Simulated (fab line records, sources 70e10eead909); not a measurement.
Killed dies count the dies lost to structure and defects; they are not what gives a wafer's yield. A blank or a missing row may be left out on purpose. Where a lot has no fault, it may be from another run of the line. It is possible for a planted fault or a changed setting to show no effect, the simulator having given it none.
Matching of chambers | flow nandHarc | NHARC_P_CONTACT_CMP_01 on cmp-02 has 4 sister chambers
The step polishes SiO2, target thk 200 nm. 8 wafers are shown with their chamber, then 7 later ones without.

== WAFERS, EACH WITH ITS CHAMBER ==
wafer  | chamber | motorCurrentA (A) | edgeZonePressureFrac
L439.1 | 0       | 11.2              | 0.989
L439.6 | 3       | 11.7              | 1.003
L443.1 | 0       | 10.5              | 1.007
L443.5 | 2       | 11.5              | 0.998
L444.5 | 1       | 13.6              | 0.997
L444.6 | 2       | 11.3              | 0.999
L445.2 | 1       | 13.0              | 1.000
L445.4 | 3       | 11.8              | 1.007

== WAFERS MISSING THEIR CHAMBER ==
wafer  | motorCurrentA (A) | edgeZonePressureFrac
L445.6 | 13.6              | 1.003
L454.1 | 11.3              | 1.003
L454.2 | 13.0              | 0.994
L454.3 | 12.5              | 0.996
L457.1 | 13.2              | 0.990
L457.5 | 11.6              | 0.998
L457.6 | 13.2              | 0.994

== WHICH CHAMBER EACH ONE RAN IN ==
wafer  | from the rows above          | in truth
L445.6 | 1                            | 1
L454.1 | can't be placed: 2 or 3 or 0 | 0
L454.2 | 1                            | 1
L454.3 | can't be placed: 1 or 3 or 2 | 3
L457.1 | 1                            | 1
L457.5 | can't be placed: 2 or 3 or 0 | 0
L457.6 | 1                            | 1
Correctly placed: 4 of 7. Can't be placed from these rows: 3 (the true chamber is among the candidates in 3). Placed wrongly: 0.
How it was worked out, from the rows above alone: a wafer's distance from a chamber is the root of the sum, over the readings, of the square of ((its reading less the chamber's mean) divided by the reading's scatter). If the next closest chamber is less than 2 further off than the closest, the wafer can't be placed; otherwise it belongs to the closest. The mean given for a chamber averages the wafers shown for that chamber. How the scatter is found: for the shown wafers, subtract from each reading the mean of its chamber, square and add these, divide the total by (wafers less chambers), then take the root.
